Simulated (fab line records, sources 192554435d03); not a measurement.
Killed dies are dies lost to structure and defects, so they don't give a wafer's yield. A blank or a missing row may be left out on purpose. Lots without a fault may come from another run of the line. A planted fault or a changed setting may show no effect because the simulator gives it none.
A struck lot beside a sound one | flow n5_finfet | 28 steps out of a route of 1938
Sound: wafers L326.1, L326.2, L326.6. Struck: wafers L328.2, L328.4, L328.6. The cause comes at the end.
At each step with rows: each side's tool, then ch and its chambers, then its first start. Under that, the readings that differ: sound wafers | struck wafers | difference of the means | sigmas: that difference in standard deviations of wafers without a fault.
alike: readings whose means differ by less than 2 such deviations, and words and numbers that are the same on both sides. not compared: withheld readings, readings that some wafer has no value for, bounds like >300 that may hide the same value, and numbers for which the record gives no deviation and whose values overlap.
The two part at a step that has a row with sigmas, a row that says differs or no value, or rows on one side only. Numbers that don't overlap but have no deviation are shown without sigmas and don't part them. A reading that every wafer of one side lacks parts them only if that side has two wafers or more.

N5_BEOL_M8_RS_MEAS_57: measures by four-point-probe.
  sound on film_metro-01, day 10 06:51; struck on film_metro-02, day 10 10:25
  alike: M8_RS
N5_BEOL_M8_INSPECT_58: inspects for defects (darkfield).
  sound on defect_inspect-02, day 10 06:52; struck on defect_inspect-01, day 10 10:26
  alike: raw_defect_count
then, 1 step without rows for these wafers: N5_BEOL_M9_ILD_DEP_00 (deposits SiCOH lowk from DEMS/porogen, target thk 308.51 nm, time 58 s).
N5_BEOL_M9_CURE_71: cures SiCOH lowk, time 240 s.
  sound on uv_cure-01 ch 0, day 10 07:01; struck on uv_cure-02 ch 0, day 10 11:07
  alike: lamp_power_pct, wafer_temp_C_max
N5_BEOL_M9_THK_MEAS_01:
  sound on film_metro-02, day 10 07:32; struck on film_metro-02, day 10 11:33
  alike: M9_ILD_THK
N5_BEOL_M9_PECVD_70: deposits SiO2 from TEOS/O2, target thk 20 nm, time 22.7 s.
  sound on pecvd-04 ch 0,1, day 10 07:34; struck on pecvd-04 ch 0,1, day 10 11:35
  alike: heater_power_w, showerhead_plenum_p_Torr, throttle_valve_pct
N5_BEOL_M9_HM_DEP_02: deposits TiN, target thk 20 nm.
  sound on pvd_sputter-01, day 10 08:29; struck on pvd_sputter-01, day 10 12:01
  alike: throttle_valve_pct
then, 5 steps without rows for these wafers: N5_BEOL_M9_COAT_59 (time 60 s, resist thk 100 nm); N5_BEOL_M9_COAT_60 (time 60 s, resist thk 30 nm); N5_BEOL_M9_COAT_05 (resist thk 90 nm); N5_BEOL_M9_EBR_07; N5_BEOL_M9_SOFTBAKE_06 (time 60 s).
N5_BEOL_M9_EXPOSE_08: exposes mask M9.
  sound on arfi_scanner-02 ch 0, day 10 08:44; struck on arfi_scanner-02 ch 0, day 10 12:23
  reading              | sound             | struck            | difference | sigmas
  exposure_dose_mJ_cm2 | 53.75 53.66 53.71 | 50.73 50.66 50.68 | -3.02      | -56
  alike: mask
then, 2 steps without rows for these wafers: N5_BEOL_M9_PEB_09 (peb time 60 s); N5_BEOL_M9_DEVELOP_10 (develop time 30 s).
N5_BEOL_M9_CD_MEAS_11: target cd 64.1 nm.
  sound on cd_sem-01 ch 0, day 10 08:52; struck on cd_sem-01 ch 0, day 10 12:30
  reading    | sound          | struck         | difference | sigmas
  cd_nm (nm) | 64.6 64.9 64.7 | 60.9 61.2 62.2 | -3.3       | -5
N5_BEOL_M9_OVL_MEAS_12:
  sound on overlay-01 ch 0, day 10 08:53; struck on overlay-01 ch 0, day 10 12:32
  alike: M9_OVL
N5_BEOL_M9_INSPECT_13: inspects for defects (brightfield).
  sound on defect_inspect-02, day 10 08:55; struck on defect_inspect-01, day 10 12:34
  alike: raw_defect_count
N5_BEOL_M9_DESCUM_16: chemistry O2, time 7.9 s.
  sound on rie_diel-04 ch 2,3, day 10 08:57; struck on rie_diel-06 ch 0,1, day 10 12:40
  alike: drypump_motor_current_A, oes_product_au, rf_vpp_V, showerhead_plenum_p_Torr, throttle_valve_pct
  not compared: rf_hours_counter_h
then, 4 steps without rows for these wafers: N5_BEOL_M9_ETCH_61 (etches SiARC in CF4, target depth 39 nm, time 65 s); N5_BEOL_M9_ETCH_62 (etches SOC in N2/H2, target depth 110 nm, overetch 22 nm, time 165 s); N5_BEOL_M9_STRIP_68 (strips in N2/H2); N5_BEOL_M9_STRIP_67 (strips in CF4).
N5_BEOL_M9_HM_OPEN_17: chemistry Cl2/BCl3, target TiN, target depth 20 nm, overetch 6 nm.
  sound on rie_metal-03 ch 0,1, day 10 09:13; struck on rie_metal-01 ch 0,1, day 10 12:56
  reading                | sound             | struck            | difference | sigmas
  throttle_valve_pct (%) | 22.74 22.19 22.74 | 21.81 21.96 21.82 | -0.69      | -3
  alike: bcl3_flow_sccm, drypump_motor_current_A, oes_product_au
  not compared: rf_hours_counter_h
then, 1 step without rows for these wafers: N5_BEOL_M9_STRIP_19 (strips in O2).
N5_BEOL_M9_CD_MEAS_18: pitch 140 nm, target cd 70 nm.
  sound on cd_sem-01, day 10 09:26; struck on cd_sem-01, day 10 13:14
  reading    | sound          | struck         | difference | sigmas
  cd_nm (nm) | 69.8 71.1 71.1 | 67.2 66.6 68.1 | -3.4       | -4
then, 1 step without rows for these wafers: N5_BEOL_M9_COAT_63 (time 60 s, resist thk 60 nm).
N5_PASSIVATION_PROBE_49:
  the record has rows for the sound wafers here (prober-01, day 13 15:24) and none for the struck ones

WHERE THEY PART
First at N5_BEOL_M9_EXPOSE_08; last, within this record, at N5_PASSIVATION_PROBE_49.

WHY: what the simulator had put in
Process parameter drift: arfi_scanner-02, from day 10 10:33 on, at N5_BEOL_M9_EXPOSE_08. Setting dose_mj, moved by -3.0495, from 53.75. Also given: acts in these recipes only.
